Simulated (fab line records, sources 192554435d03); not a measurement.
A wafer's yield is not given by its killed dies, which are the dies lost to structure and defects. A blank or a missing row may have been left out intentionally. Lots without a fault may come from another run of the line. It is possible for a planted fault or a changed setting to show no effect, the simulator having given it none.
Chamber matching | flow n5 finfet | rie diel-05 running N5_BEOL_M0_CUTY_ETCH_63: 4 sister chambers
The step etches SOC in N2/H2, target depth 82.7 nm, overetch 16.5 nm, time 124 s. 4 wafers are shown with their chamber, then 8 later ones without.

## WAFERS, EACH WITH ITS CHAMBER
wafer  | chamber | drypump motor current A (A)
L088.3 | 0       | 6.3
L089.2 | 3       | 5.6
L089.6 | 2       | 6.0
L091.2 | 1       | 4.9

## WAFERS MISSING THEIR CHAMBER
wafer  | drypump motor current A (A)
L091.3 | 5.9
L091.4 | 4.9
L092.2 | 4.9
L092.4 | 6.3
L092.6 | 4.9
L094.2 | 5.9
L094.3 | 6.3
L094.5 | 6.3

## WHICH CHAMBER EACH ONE RAN IN
wafer  | from the rows above | in truth
L091.3 | 2                   | 2
L091.4 | 1                   | 1
L092.2 | 1                   | 1
L092.4 | 0                   | 0
L092.6 | 1                   | 1
L094.2 | 2                   | 2
L094.3 | 0                   | 0
L094.5 | 0                   | 0
Correct placement for 8 of the 8. From these rows, 0 cannot be placed. Number placed wrongly: 0.
How it was worked out, from the rows above alone: a wafer's distance from a chamber is the root of the sum, over the readings, of the square of ((its reading less the chamber's mean) divided by the reading's scatter). If the next closest chamber is less than 2 further off than the closest, the wafer can't be placed; otherwise it belongs to the closest. For every chamber, the mean is computed from those of its wafers that are shown. The scatter: root of mean squared gap, hidden wafer to nearest shown wafer, with one shown wafer a chamber.
